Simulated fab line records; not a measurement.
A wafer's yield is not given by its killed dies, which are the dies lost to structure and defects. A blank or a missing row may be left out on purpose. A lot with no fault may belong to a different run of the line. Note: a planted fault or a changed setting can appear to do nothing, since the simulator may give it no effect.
Matching of chambers / flow n5 finfet / N5_BEOL_M15_VIA_ETCH_16 on rie diel-05: 4 sister chambers
The step etches SiO2 in C4F8/O2/Ar, target depth 1792.2 nm. 8 wafers are shown with their chamber, then 8 later ones without.

WAFERS WITH THEIR CHAMBER
wafer=L409.4; chamber=1; showerhead plenum p Torr (Torr)=3.41; rf vpp V (V)=2197
wafer=L412.6; chamber=3; showerhead plenum p Torr (Torr)=3.54; rf vpp V (V)=2233
wafer=L414.3; chamber=2; showerhead plenum p Torr (Torr)=3.35; rf vpp V (V)=2226
wafer=L414.6; chamber=3; showerhead plenum p Torr (Torr)=3.54; rf vpp V (V)=2235
wafer=L418.2; chamber=1; showerhead plenum p Torr (Torr)=3.40; rf vpp V (V)=2195
wafer=L418.3; chamber=0; showerhead plenum p Torr (Torr)=3.54; rf vpp V (V)=2236
wafer=L418.5; chamber=2; showerhead plenum p Torr (Torr)=3.35; rf vpp V (V)=2226
wafer=L419.3; chamber=0; showerhead plenum p Torr (Torr)=3.54; rf vpp V (V)=2236

WAFERS WITHOUT THEIR CHAMBER
wafer=L419.4; showerhead plenum p Torr (Torr)=3.35; rf vpp V (V)=2228
wafer=L419.5; showerhead plenum p Torr (Torr)=3.54; rf vpp V (V)=2235
wafer=L427.2; showerhead plenum p Torr (Torr)=3.40; rf vpp V (V)=2196
wafer=L427.3; showerhead plenum p Torr (Torr)=3.53; rf vpp V (V)=2232
wafer=L427.4; showerhead plenum p Torr (Torr)=3.34; rf vpp V (V)=2225
wafer=L431.1; showerhead plenum p Torr (Torr)=3.53; rf vpp V (V)=2235
wafer=L431.2; showerhead plenum p Torr (Torr)=3.53; rf vpp V (V)=2232
wafer=L431.5; showerhead plenum p Torr (Torr)=3.33; rf vpp V (V)=2225

WHICH CHAMBER EACH WENT THROUGH
wafer=L419.4; from the rows above=2; in truth=2
wafer=L419.5; from the rows above=can't be placed: 0 or 3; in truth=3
wafer=L427.2; from the rows above=1; in truth=1
wafer=L427.3; from the rows above=can't be placed: 3 or 0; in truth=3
wafer=L427.4; from the rows above=2; in truth=2
wafer=L431.1; from the rows above=can't be placed: 0 or 3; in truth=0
wafer=L431.2; from the rows above=can't be placed: 3 or 0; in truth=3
wafer=L431.5; from the rows above=2; in truth=2
Placed correctly: 4 of 8. These rows do not allow placing 4 (true chamber among the candidates in 4). 0 placed wrongly.
How it was worked out, from the rows above alone: a wafer's distance from a chamber is the root of the sum, over the readings, of the square of ((its reading less the chamber's mean) divided by the reading's scatter). If the next closest chamber is less than 2 further off than the closest, the wafer can't be placed; otherwise it belongs to the closest. Each chamber's mean is taken over the wafers shown for it. The scatter is the square root of a quotient: the sum, over the shown wafers, of each reading's squared deviation from its chamber's mean, divided by wafers minus chambers.
